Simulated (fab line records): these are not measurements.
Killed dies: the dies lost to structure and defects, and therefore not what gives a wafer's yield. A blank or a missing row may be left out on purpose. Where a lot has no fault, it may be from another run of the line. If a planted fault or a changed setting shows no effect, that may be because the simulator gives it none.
Chamber matching + flow nandHarc + NHARC_P_BONDPAD_CMP_32 on cmp-03 has 4 sister chambers
The step polishes SiCN, target thk 200 nm. 8 wafers are shown with their chamber, then 7 later ones without.

WAFERS WITH THEIR CHAMBER
| wafer  | chamber | motorCurrentA (A) |
|--------|---------|-------------------|
| L075.6 | 1       | 12.4              |
| L076.6 | 1       | 12.3              |
| L077.5 | 0       | 11.3              |
| L077.6 | 3       | 11.9              |
| L078.3 | 3       | 12.0              |
| L078.5 | 2       | 12.0              |
| L083.2 | 2       | 11.0              |
| L083.3 | 0       | 11.6              |

WAFERS WHOSE CHAMBER IS MISSING
| wafer  | motorCurrentA (A) |
|--------|-------------------|
| L083.6 | 11.7              |
| L092.1 | 11.2              |
| L092.2 | 11.8              |
| L092.4 | 11.6              |
| L093.2 | 12.2              |
| L093.4 | 11.5              |
| L093.6 | 11.7              |

EACH ONE'S CHAMBER
| wafer  | from the rows above               | in truth |
|--------|-----------------------------------|----------|
| L083.6 | can't be placed: 2 or 0 or 3 or 1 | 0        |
| L092.1 | can't be placed: 0 or 2 or 3      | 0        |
| L092.2 | can't be placed: 3 or 2 or 0 or 1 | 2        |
| L092.4 | can't be placed: 2 or 0 or 3 or 1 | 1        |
| L093.2 | can't be placed: 1 or 3 or 2 or 0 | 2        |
| L093.4 | can't be placed: 2 or 0 or 3      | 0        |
| L093.6 | can't be placed: 2 or 0 or 3 or 1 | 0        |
0 of 7 placed correctly. From these rows, 7 cannot be placed; in 7 the true chamber is one of the candidates. Placed wrongly: 0.
How it was worked out, from the rows above alone: a wafer's distance from a chamber is the root of the sum, over the readings, of the square of ((its reading less the chamber's mean) divided by the reading's scatter). If the next closest chamber is less than 2 further off than the closest, the wafer can't be placed; otherwise it belongs to the closest. The mean given for a chamber averages the wafers shown for that chamber. The scatter: the root of (the sum of the squares of (reading less its chamber's mean) over the shown wafers, divided by (wafers less chambers)).
